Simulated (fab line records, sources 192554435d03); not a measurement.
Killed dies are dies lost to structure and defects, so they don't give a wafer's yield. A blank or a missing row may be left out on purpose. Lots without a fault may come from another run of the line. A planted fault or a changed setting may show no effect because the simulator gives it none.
A struck lot beside a sound one | flow n5_finfet | 15 steps out of a route of 1938
Sound: wafers L199.1, L199.4, L199.6. Struck: wafers L209.2, L209.5, L209.6. The cause comes at the end.
At each step with rows: each side's tool, then ch and its chambers, then its first start. Under that, the readings that differ: sound wafers | struck wafers | difference of the means | sigmas: that difference in standard deviations of wafers without a fault.
alike: readings whose means differ by less than 2 such deviations, and words and numbers that are the same on both sides. not compared: withheld readings, readings that some wafer has no value for, bounds like >300 that may hide the same value, and numbers for which the record gives no deviation and whose values overlap.
The two part at a step that has a row with sigmas, a row that says differs or no value, or rows on one side only. Numbers that don't overlap but have no deviation are shown without sigmas and don't part them. A reading that every wafer of one side lacks parts them only if that side has two wafers or more.

first, 1 step without rows for these wafers: N5_MOL_CONTACT_COAG_SRD_139 (time 30 s).
N5_MOL_CONTACT_COAG_CD_MEAS_101: target cd 16 nm.
  sound on cd_sem-03, day 5 06:53; struck on cd_sem-03, day 7 18:20
  alike: cd_nm
then, 1 step without rows for these wafers: N5_MOL_CONTACT_COAG_PRE_CLEAN_121.
N5_MOL_CONTACT_COAG_CVD_140: deposits W, target thk 66.5 nm, time 215 s.
  sound on cvd_w-02 ch 0,1, day 5 07:01; struck on cvd_w-01 ch 0,1, day 7 18:28
  alike: heater_power_w
then, 2 steps without rows for these wafers: N5_MOL_CONTACT_COAG_PRECLEAN_127 (cleans in DIW, time 57.5 s); N5_MOL_CONTACT_COAG_SRD_128 (dry time 32 s).
N5_MOL_CONTACT_COAG_CMP_52: polishes, stops on SiO2, t overpolish 1.5 s, target thk 66.5 nm.
  sound on cmp-03 ch 0,1,2, day 5 07:20; struck on cmp-03 ch 0,3, day 7 18:50
  alike: motor_current_A, overpolish_run_s, time_to_endpoint_s
N5_MOL_CONTACT_COAG_THK_MEAS_53:
  sound on film_metro-01, day 5 07:38; struck on film_metro-01, day 7 19:05
  alike: VIA_MOL_THK
N5_MOL_CONTACT_COAG_ANNEAL_112: time 1800 s.
  sound on hp_anneal-01 ch 0, day 5 07:40; struck on hp_anneal-01 ch 0, day 7 20:34
  alike: spike_tc_centre_C, spike_tc_top_C, wafer_temp_C_max
N5_MOL_CONTACT_COAG_INSPECT_97: inspects for defects (darkfield).
  sound on defect_inspect-02, day 5 10:41; struck on defect_inspect-02, day 7 23:38
  alike: raw_defect_count
N5_BEOL_M0_SAQP_PECVD_00: deposits SiCN from 3MS/NH3, target thk 8 nm, time 14 s.
  sound on pecvd-02 ch 1,2, day 5 11:02; struck on pecvd-02 ch 0,1, day 7 23:56
  alike: chamber_pressure_Torr, showerhead_plenum_p_Torr, showerhead_vpp_V, throttle_valve_pct
N5_BEOL_M0_SAQP_ILD_DEP_01: deposits SiOC from DEMS/O2, target thk 45.419 nm, time 8.7 s.
  sound on pecvd-02 ch 1,2, day 5 11:03; struck on pecvd-02 ch 0,1, day 7 23:58
  no value came back on the struck wafers for any of 6 readings (chamber_pressure_Torr (Torr), heater_power_outer_w (W) and others); on the sound wafers chamber_pressure_Torr (Torr) reads 4.997 4.990 4.998
N5_BEOL_M0_SAQP_HM_DEP_02: deposits TiN, target thk 12 nm.
  sound on pvd_sputter-03, day 5 12:28; struck on pvd_sputter-01, day 8 01:08
  alike: chamber_pressure_pa, substrate_temp_c, throttle_valve_pct
N5_BEOL_M4_RC_MEAS_101:
  the record has rows for the sound wafers here (prober-01 ch 0, day 9 03:23) and none for the struck ones
-- the record jumps here: 8 days lie between the struck wafers' starts before and after (it left off in module BEOL_M4 and takes up again in module PASSIVATION, whose first step shown is number 1936 of the route) --
N5_PASSIVATION_PROBE_49:
  sound on prober-01, day 14 03:19; struck on prober-02, day 16 09:10
  reading                  | sound          | struck         | difference | sigmas
  defect_limited_yield (%) | 88.2 91.5 90.3 | 0 0 0          | -90        | -69
  killed_at_M0_to_M3       | 54 38 55       | 1097 1093 1102 | +1048      | +95
  killed_dies              | 139 100 114    | 1180 1180 1180 | +1062      | +66
  killed_on_rim            | 16 2 19        | 152 152 152    | +140       | +35
  sort_bin_5_function (%)  | 7.1 4.8 5.8    | 96.9 95.3 97.1 | +90.5      | +99 or more
  sort_n_pass              | 1041 1080 1066 | 0 0 0          | -1062      | -66
  sort_yield_pct (%)       | 88.2 91.5 90.3 | 0 0 0          | -90        | -69
  alike: killed_at_M4_up, killed_at_contacts, killed_at_front_end, killed_at_other, killed_open, killed_short, sort_bin_6_memory

WHERE THEY PART
First at N5_BEOL_M0_SAQP_ILD_DEP_01; last, within this record, at N5_PASSIVATION_PROBE_49.

WHY: what the simulator had put in
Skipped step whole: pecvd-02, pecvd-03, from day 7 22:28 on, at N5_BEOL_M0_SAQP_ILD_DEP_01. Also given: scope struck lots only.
